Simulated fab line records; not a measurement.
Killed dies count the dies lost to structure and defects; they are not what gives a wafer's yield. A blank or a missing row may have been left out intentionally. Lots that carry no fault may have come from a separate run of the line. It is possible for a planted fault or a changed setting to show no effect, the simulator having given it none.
2 desks, one fault || flow n5Finfet || each desk holds nothing but its own numbers, with what lay behind them at the end

AT THE TOOL OWNER'S DESK: rieDiel-05
The tool's own readings at N5_BEOL_M11_VIA_ETCH_34 (etches SiCOH lowk in C4F6/O2, target depth 184.5 nm, time 69.2 s): means of the sampled wafers that have a number, for each lot that ran on this tool. The brackets show how far a lot's mean lies from the usual mean; more than 4 standard deviations puts the lot out of limits, marked OUT.
Columns: A = drypumpMotorCurrentA at N5_BEOL_M11_VIA_ETCH_34, usual 5.8 A; B = oes_o_777_au at N5_BEOL_M11_VIA_ETCH_34, usual 0.78 a.u.; C = oesProductAu at N5_BEOL_M11_VIA_ETCH_34, usual 0.78 a.u.; D = rfVppV at N5_BEOL_M11_VIA_ETCH_34, usual 665 V; E = runLengthS at N5_BEOL_M11_VIA_ETCH_34, usual 92.7 s; F = showerheadPlenumPTorr at N5_BEOL_M11_VIA_ETCH_34, usual 2.82 Torr; G = throttleValvePct at N5_BEOL_M11_VIA_ETCH_34, usual 20.97 %
{"lot": "L836", "first seen here": "day 13 14:53", "A": 5.9, "B": 0.75, "C": 0.75, "D": 668, "E": 92.7, "F": 2.84, "G": 20.91}
{"lot": "L838", "first seen here": "day 13 22:17", "A": 5.7, "B": 0.85, "C": 0.87, "D": 669, "E": 92.5, "F": 2.86, "G": 20.77}
{"lot": "L839", "first seen here": "day 14 04:08", "A": 5.6, "B": 0.85, "C": 0.86, "D": 670, "E": 92.6, "F": 2.85, "G": 20.80}
{"lot": "L837", "first seen here": "day 14 06:47", "A": 5.6, "B": 0.84, "C": 0.86, "D": 669, "E": 92.6, "F": 2.85, "G": 20.78}
{"lot": "L846", "first seen here": "day 16 12:29", "A": 5.8, "B": 0.76, "C": 0.76, "D": 670, "E": "90.9 (-5.1) OUT", "F": 2.84, "G": 21.02}
This desk's finding: out of limits on L846; first on L846, day 16 12:29 (runLengthS at N5_BEOL_M11_VIA_ETCH_34). Within limits: L836, L838, L839, L837.

THE DEFECT DESK
Counts from the inspections along the route, per lot, as means over the sampled wafers that have a number. The brackets show how far a lot's mean lies from the usual mean; more than 4 standard deviations puts the lot out of limits, marked OUT.
Columns: A = rawDefectCount at N5_BEOL_M10_INSPECT_58, usual 72
{"lot": "L832", "first seen here": "day 12 18:17", "A": 59}
{"lot": "L836", "first seen here": "day 13 07:49", "A": 84}
{"lot": "L838", "first seen here": "day 13 18:34", "A": 72}
{"lot": "L839", "first seen here": "day 14 00:32", "A": 53}
{"lot": "L837", "first seen here": "day 14 02:48", "A": 105}
{"lot": "L840", "first seen here": "day 14 07:12", "A": 58}
{"lot": "L846", "first seen here": "day 16 07:40", "A": 84}
{"lot": "L847", "first seen here": "day 16 20:32", "A": 76}
{"lot": "L853", "first seen here": "day 18 02:15", "A": 84}
{"lot": "L852", "first seen here": "day 18 08:26", "A": 73}
This desk's verdict: no lot among the 10 shows anything out of limits.

BROUGHT TOGETHER
The tool owner's desk could have raised an alarm at day 16 12:29, on L846.
No out-of-limits result turned up at the defect desk.
The defect desk has L846 on record, within its limits.
Of the lots named, all ran N5_BEOL_M11_VIA_ETCH_34 on rieDiel-05.

WHAT THE SIMULATOR HAD PUT IN
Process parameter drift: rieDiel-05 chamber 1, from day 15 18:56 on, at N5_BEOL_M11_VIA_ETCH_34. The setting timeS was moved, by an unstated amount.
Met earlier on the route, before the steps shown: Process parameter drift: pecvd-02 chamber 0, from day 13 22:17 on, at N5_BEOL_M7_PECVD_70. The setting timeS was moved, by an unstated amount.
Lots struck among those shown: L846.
Delay in hours, fault start to first out-of-limits reading, by desk: the tool owner's desk at 18.
